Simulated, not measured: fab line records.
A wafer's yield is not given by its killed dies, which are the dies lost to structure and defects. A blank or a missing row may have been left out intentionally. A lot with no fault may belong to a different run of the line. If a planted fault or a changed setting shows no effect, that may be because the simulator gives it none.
Matching of chambers / flow n5-finfet / N5_BEOL_M0_SAQP_MANDREL2_REMOVE_110 on rie-si-01 has 4 sister chambers
The step chemistry HBr/Cl2/O2, target a-Si, stops on SiCN, bt time 10 s. 4 wafers are shown with their chamber, then 7 later ones without.

## WAFERS PAIRED WITH THEIR CHAMBERS
wafer=L077.6; chamber=3; drypump-motor-current-A (A)=4.8
wafer=L088.5; chamber=2; drypump-motor-current-A (A)=5.1
wafer=L092.1; chamber=0; drypump-motor-current-A (A)=5.2
wafer=L092.3; chamber=1; drypump-motor-current-A (A)=5.6

## WAFERS MISSING THEIR CHAMBER
wafer=L092.5; drypump-motor-current-A (A)=5.7
wafer=L095.2; drypump-motor-current-A (A)=5.0
wafer=L095.5; drypump-motor-current-A (A)=4.8
wafer=L095.6; drypump-motor-current-A (A)=5.2
wafer=L097.2; drypump-motor-current-A (A)=4.8
wafer=L097.4; drypump-motor-current-A (A)=5.7
wafer=L097.6; drypump-motor-current-A (A)=4.8

## EACH ONE'S CHAMBER
wafer=L092.5; from the rows above=1; in truth=1
wafer=L095.2; from the rows above=can't be placed: 2 or 0 or 3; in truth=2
wafer=L095.5; from the rows above=3; in truth=3
wafer=L095.6; from the rows above=can't be placed: 0 or 2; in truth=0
wafer=L097.2; from the rows above=3; in truth=3
wafer=L097.4; from the rows above=1; in truth=1
wafer=L097.6; from the rows above=3; in truth=3
Correctly placed: 5 of 7. Cannot be placed on the basis of these rows: 2; the candidates contain the true chamber in 2. Number placed wrongly: 0.
How it was worked out, from the rows above alone: a wafer's distance from a chamber is the root of the sum, over the readings, of the square of ((its reading less the chamber's mean) divided by the reading's scatter). If the next closest chamber is less than 2 further off than the closest, the wafer can't be placed; otherwise it belongs to the closest. The mean given for a chamber averages the wafers shown for that chamber. The scatter (one wafer shown for each chamber): square how far every hidden wafer sits from the nearest shown wafer, average those squares and take the square root.
